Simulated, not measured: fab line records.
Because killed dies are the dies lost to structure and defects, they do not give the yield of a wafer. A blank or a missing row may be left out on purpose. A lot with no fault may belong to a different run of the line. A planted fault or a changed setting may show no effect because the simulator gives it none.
Matching of chambers ; flow nand_harc ; pecvd-01 running NHARC_A_CONTACT_DEP_85: 3 sister chambers
The step deposits SiON, target thk 60 nm. 3 wafers are shown with their chamber, then 9 later ones without.

WAFERS WITH THEIR CHAMBER
wafer;chamber;heater_power_outer_w (W)
L088.4;0;595
L088.5;2;533
L088.6;1;375

WAFERS WITHOUT THEIR CHAMBER
wafer;heater_power_outer_w (W)
L094.1;359
L094.2;591
L094.4;567
L092.1;524
L092.2;507
L092.3;344
L095.2;381
L095.3;600
L095.6;389

CHAMBER TAKEN BY EACH
wafer;from the rows above;in truth
L094.1;1;1
L094.2;0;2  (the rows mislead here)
L094.4;can't be placed: 0 or 2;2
L092.1;2;2
L092.2;2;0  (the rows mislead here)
L092.3;1;1
L095.2;1;1
L095.3;0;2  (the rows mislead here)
L095.6;1;1
Placed correctly: 5 of 9. From these rows, 1 cannot be placed; in 1 the true chamber is one of the candidates. 3 placed wrongly.
How it was worked out, from the rows above alone: a wafer's distance from a chamber is the root of the sum, over the readings, of the square of ((its reading less the chamber's mean) divided by the reading's scatter). The wafer belongs to the nearest chamber; if the next one is less than 2 further off, it can't be placed. The mean given for a chamber averages the wafers shown for that chamber. The scatter: root of mean squared gap, hidden wafer to nearest shown wafer, with one shown wafer a chamber.
